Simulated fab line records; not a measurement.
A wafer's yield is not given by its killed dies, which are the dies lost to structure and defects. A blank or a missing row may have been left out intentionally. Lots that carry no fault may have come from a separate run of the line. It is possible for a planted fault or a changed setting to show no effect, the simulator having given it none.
Which tool did it? | flow n5Finfet | 12 lots, 36 wafers sampled, at 1 step of a route of 1938

== WHAT THE GAUGES SHOWED, per wafer ==
N5_BEOL_M10_CD_MEAS_11: the cd target is 64.1 nm.
lot  | measured     | on       | cdNm (nm)
L075 | day 10 18:27 | cdSem-03 | 64.7 65.0 63.9
L078 | day 11 18:57 | cdSem-01 | 64.7 64.7 64.8
L079 | day 12 03:47 | cdSem-02 | 63.5 64.4 65.1
L077 | day 12 08:08 | cdSem-03 | 64.0 63.3 63.9
L083 | day 12 12:05 | cdSem-02 | 64.6 64.5 63.5
L085 | day 13 03:12 | cdSem-03 | 65.0 63.7 64.2
L087 | day 13 13:28 | cdSem-01 | 65.0 65.5 64.4
L089 | day 14 09:28 | cdSem-02 | 64.0 64.5 64.2
L090 | day 14 22:51 | cdSem-01 | 63.9 65.2 64.1
L092 | day 14 23:31 | cdSem-01 | 65.0 64.9 64.9
L095 | day 16 03:09 | cdSem-02 | 64.5 63.8 65.6
L097 | day 16 08:27 | cdSem-01 | 64.5 63.5 63.4

== EACH LOT AND THE TOOL THAT RAN IT (in order: tool; ch and the chambers of the sampled wafers; start) ==
The record holds no process step before these readings.

== THE ANSWER, worked out from the rows above alone ==
Rule: the lots themselves supply what counts as usual. Put in order of their means at a reading, lots are off if they are a third of the lots or fewer, leave a main group of 4 or more, and stand apart from it by a gap of 3 or more times the standard deviation of the main group's means; of several such gaps the widest counts. If all means in a main group match to the digits the tables above print for the reading, that group is not used. A lot without any number at a reading at which 4 lots or more have one is off too. Where the step has rows for the other lots, those lots are counted as sound.
No lot is off on any of the readings shown, so nothing can be concluded from this.

== WHAT THE SIMULATOR HAD INSERTED ==
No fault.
